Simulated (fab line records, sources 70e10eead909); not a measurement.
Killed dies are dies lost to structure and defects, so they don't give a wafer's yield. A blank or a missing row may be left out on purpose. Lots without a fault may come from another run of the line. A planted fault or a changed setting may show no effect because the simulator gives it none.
Which tool did it? | flow nand_harc | 10 lots, 30 wafers sampled, at 4 steps of a route of 1159

WHAT THE GAUGES READ, wafer by wafer
NHARC_A_ONON_D1_THK_MEAS_14: measures by ellipsometry.
lot  | measured     | on            | thk_nm (nm)
L317 | day 7 17:33  | film_metro-02 | 995 996 994
L320 | day 8 06:14  | film_metro-01 | 1010 1010 1010
L326 | day 9 18:04  | film_metro-02 | 1008 1008 639
L328 | day 10 09:01 | film_metro-01 | 625 625 993
L330 | day 10 19:47 | film_metro-01 | 989 988 989
L332 | day 11 13:52 | film_metro-01 | 997 1000 1000
L334 | day 11 23:33 | film_metro-01 | 1008 1005 1006
L336 | day 12 10:06 | film_metro-01 | 993 994 995
L340 | day 12 22:23 | film_metro-01 | 1004 1003 1002
L339 | day 12 22:37 | film_metro-02 | 1007 1010 1010

WHICH TOOL RAN EACH LOT (tool, then ch and the chambers of the sampled wafers, then the start)
lot  | NHARC_P_BONDPAD_ACTIVATE_29        | NHARC_A_ZERO_WELL_ETCH_19          | NHARC_A_ONON_D1_DEP_12
L317 | rie_diel-13 ch 0,2, day 6 14:41    | rie_diel-05 ch 1,3, day 6 16:11    | pecvd_onon-02 ch 0, day 7 17:02
L320 | rie_diel-07 ch 1,2, day 7 05:23    | rie_diel-10 ch 2,3, day 7 06:52    | pecvd_onon-02 ch 0, day 8 05:43
L326 | rie_diel-13 ch 0,1,2, day 8 15:13  | rie_diel-11 ch 0,1, day 8 16:43    | pecvd_onon-03 ch 0, day 9 17:41
L328 | rie_diel-13 ch 2,3, day 9 04:47    | rie_diel-10 ch 1,2,3, day 9 06:10  | pecvd_onon-03 ch 0, day 10 08:29
L330 | rie_diel-13 ch 1,3, day 9 18:38    | rie_diel-05 ch 1,2, day 9 20:08    | pecvd_onon-02 ch 0, day 10 19:20
L332 | rie_diel-13 ch 0,2, day 10 10:23   | rie_diel-10 ch 0,2, day 10 11:55   | pecvd_onon-02 ch 0, day 11 13:24
L334 | rie_diel-07 ch 0,1,3, day 10 21:57 | rie_diel-11 ch 0,2, day 10 23:32   | pecvd_onon-02 ch 0, day 11 23:02
L336 | rie_diel-13 ch 0,2,3, day 11 00:43 | rie_diel-05 ch 0,1,3, day 11 02:17 | pecvd_onon-02 ch 0, day 12 09:38
L340 | rie_diel-13 ch 0,1,2, day 11 22:11 | rie_diel-05 ch 0,1,3, day 11 23:39 | pecvd_onon-02 ch 0, day 12 21:53
L339 | rie_diel-13 ch 0,1,3, day 11 22:44 | rie_diel-10 ch 1,2,3, day 12 00:14 | pecvd_onon-01 ch 0, day 12 22:05
- NHARC_P_BONDPAD_ACTIVATE_29: chemistry N2, time 60 s.
- NHARC_A_ZERO_WELL_ETCH_19: etches the open film in N2/H2, target depth 80 nm, overetch 24 nm, time 87.88 s.
- NHARC_A_ONON_D1_DEP_12: target thk 1000 nm.

THE ANSWER, worked out from the rows above alone
Rule: what is usual is taken from the lots themselves. Put in order of their means at a reading, lots are off if they are a third of the lots or fewer, leave a main group of 4 or more, and stand apart from it by a gap of 3 or more times the standard deviation of the main group's means; of several such gaps the widest counts. A main group whose means are all the same, to the digits that the tables above print for the reading, isn't used. A lot without any number at a reading at which 4 lots or more have one is off too. The other lots that the step has rows for count as sound.
Off: L326, L328, at NHARC_A_ONON_D1_THK_MEAS_14 (thk_nm). The main group: mean 1001 nm, standard deviation 7.2.
A tool fits if, at a process step before that reading, it ran every lot that is off, and no sound lot after the first of them. The gauges at NHARC_A_ONON_D1_THK_MEAS_14 are tried like those tools. One fits: pecvd_onon-03 at NHARC_A_ONON_D1_DEP_12. It ran no sound lot before its first lot that is off in this sample, so the start can't be narrowed down.

WHAT THE SIMULATOR HAD PUT IN
Process parameter drift: pecvd_onon-03, from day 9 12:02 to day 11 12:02, at NHARC_A_ONON_D1_DEP_12. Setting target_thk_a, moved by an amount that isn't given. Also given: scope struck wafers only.
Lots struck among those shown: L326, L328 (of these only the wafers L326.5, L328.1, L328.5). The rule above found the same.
